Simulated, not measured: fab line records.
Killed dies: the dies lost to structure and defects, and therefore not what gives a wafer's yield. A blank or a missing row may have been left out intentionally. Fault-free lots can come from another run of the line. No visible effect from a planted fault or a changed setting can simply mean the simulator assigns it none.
Matching of chambers	flow nandHarc	NHARC_A_STAIRCASE_TRIM_12 on rieDiel-09 has 4 sister chambers
The step chemistry O2, time 211.2 s. 16 wafers are shown with their chamber, then 8 later ones without.

EACH WAFER AND ITS CHAMBER
wafer	chamber	drypumpMotorCurrentA (A)	showerheadPlenumPTorr (Torr)	oesProductAu (a.u.)
L850.4	3	6.5	3.55	0.996
L850.5	2	6.2	3.80	1.003
L850.6	1	4.7	3.57	0.999
L858.1	0	6.0	3.32	0.979
L858.3	3	6.5	3.54	0.994
L858.6	1	4.7	3.56	0.991
L859.1	1	4.7	3.56	0.997
L859.4	3	6.5	3.54	0.994
L859.6	2	6.1	3.79	1.002
L862.3	3	6.5	3.54	1.002
L862.4	0	6.0	3.31	0.989
L862.6	2	6.2	3.78	0.999
L863.2	3	6.4	3.53	1.006
L863.5	0	6.0	3.31	1.000
L863.6	1	4.7	3.55	1.011
L866.3	3	6.5	3.53	1.008

SIGNATURES (averages over the wafers above)
reading	chamber 0	chamber 1	chamber 2	chamber 3	scatter within a chamber
drypumpMotorCurrentA	6.000	4.700	6.167	6.483	0.0354
showerheadPlenumPTorr	3.3133	3.5600	3.7900	3.5383	0.00791
oesProductAu	0.98933	0.99950	1.00133	1.00000	0.00726
Rule: distance of a wafer from a chamber = root of the sum over the readings of ((wafer's reading minus chamber's mean) / reading's scatter) squared. If the next closest chamber is less than 2 further off than the closest, the wafer can't be placed; otherwise it belongs to the closest. How the scatter is found: for the shown wafers, subtract from each reading the mean of its chamber, square and add these, divide the total by (wafers less chambers), then take the root.

WAFERS MISSING THEIR CHAMBER
wafer	drypumpMotorCurrentA (A)	showerheadPlenumPTorr (Torr)	oesProductAu (a.u.)
L866.4	4.7	3.55	1.012
L866.6	6.2	3.78	1.001
L869.2	6.2	3.78	1.007
L869.5	6.0	3.30	0.994
L869.6	6.5	3.53	1.013
L870.2	4.7	3.54	0.997
L870.4	6.0	3.30	1.002
L870.6	6.0	3.30	0.995

WHICH CHAMBER EACH WENT THROUGH
wafer	from the rows above	in truth
L866.4	1	1
L866.6	2	2
L869.2	2	2
L869.5	0	0
L869.6	3	3
L870.2	1	1
L870.4	0	0
L870.6	0	0
Placed correctly: 8 of 8. Can't be placed from these rows: 0. Placed wrongly: 0.
